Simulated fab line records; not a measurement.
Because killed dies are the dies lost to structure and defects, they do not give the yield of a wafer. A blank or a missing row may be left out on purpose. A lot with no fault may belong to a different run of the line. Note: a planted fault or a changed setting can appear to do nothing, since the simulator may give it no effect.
Matching of chambers ; flow n5Finfet ; N5_BEOL_M11_DEP_56 on pecvd-01: 3 sister chambers
The step deposits SiCN from 3MS/NH3, target thk 30 nm, time 10.5 s. 3 wafers are shown with their chamber, then 7 later ones without.

EACH WAFER AND ITS CHAMBER
wafer;chamber;throttleValvePct (%)
L084.6;0;16.6
L086.1;2;17.8
L086.2;1;18.8

WAFERS WITHOUT THEIR CHAMBER
wafer;throttleValvePct (%)
L086.4;18.5
L092.4;18.5
L092.5;17.4
L092.6;16.2
L095.1;16.4
L095.3;18.4
L095.5;18.4

THE CHAMBER EACH PASSED THROUGH
wafer;from the rows above;in truth
L086.4;can't be placed: 1 or 2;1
L092.4;can't be placed: 1 or 2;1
L092.5;can't be placed: 2 or 0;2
L092.6;0;0
L095.1;0;0
L095.3;can't be placed: 1 or 2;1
L095.5;can't be placed: 1 or 2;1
Placed correctly: 2 of 7. Unplaceable from these rows: 5, with the true chamber sitting among the candidates in 5. 0 placed wrongly.
How it was worked out, from the rows above alone: a wafer's distance from a chamber is the root of the sum, over the readings, of the square of ((its reading less the chamber's mean) divided by the reading's scatter). The wafer belongs to the nearest chamber; if the next one is less than 2 further off, it can't be placed. For every chamber, the mean is computed from those of its wafers that are shown. The scatter (one wafer shown for each chamber): square how far every hidden wafer sits from the nearest shown wafer, average those squares and take the square root.
